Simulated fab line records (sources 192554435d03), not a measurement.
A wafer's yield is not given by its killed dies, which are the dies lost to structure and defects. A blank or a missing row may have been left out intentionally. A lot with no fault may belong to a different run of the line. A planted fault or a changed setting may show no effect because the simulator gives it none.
Matching of chambers	flow n5 finfet	N5_GATE_CUT_CMP_23 on cmp-04: 4 sister chambers
The step polishes, stops on SiO2, t overpolish 23.4 s, target thk 16 nm. 8 wafers are shown with their chamber, then 12 later ones without.

EACH WAFER AND ITS CHAMBER
wafer	chamber	motor current A (A)	platen rpm (rpm)
L082.6	1	7.5	51.81
L084.3	0	8.6	51.79
L086.2	3	8.4	51.78
L086.5	2	10.3	51.84
L086.6	1	7.6	51.79
L089.1	2	10.1	51.84
L089.3	3	8.1	51.72
L089.6	0	8.6	51.78

WAFERS WHOSE CHAMBER IS MISSING
wafer	motor current A (A)	platen rpm (rpm)
L091.1	8.3	51.78
L091.5	8.5	51.79
L091.6	10.2	51.81
L093.1	8.1	51.77
L093.2	10.7	51.78
L093.4	7.8	51.79
L094.2	10.3	51.84
L094.4	8.3	51.85
L094.6	10.5	51.80
L096.2	8.6	51.80
L096.4	7.8	51.78
L096.6	7.6	51.74

WHICH CHAMBER EACH ONE RAN IN
wafer	from the rows above	in truth
L091.1	can't be placed: 3 or 0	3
L091.5	can't be placed: 0 or 3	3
L091.6	2	2
L093.1	3	3
L093.2	2	2
L093.4	can't be placed: 1 or 3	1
L094.2	2	2
L094.4	can't be placed: 0 or 3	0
L094.6	2	2
L096.2	0	0
L096.4	can't be placed: 1 or 3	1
L096.6	1	1
7 of 12 placed correctly. From these rows, 5 cannot be placed; in 5 the true chamber is one of the candidates. 0 placed wrongly.
How it was worked out, from the rows above alone: a wafer's distance from a chamber is the root of the sum, over the readings, of the square of ((its reading less the chamber's mean) divided by the reading's scatter). The wafer belongs to the nearest chamber; if the next one is less than 2 further off, it can't be placed. The mean given for a chamber averages the wafers shown for that chamber. The scatter: take each reading less its chamber's mean, square it, sum over the shown wafers, divide by the number of wafers less the number of chambers, and take the root.
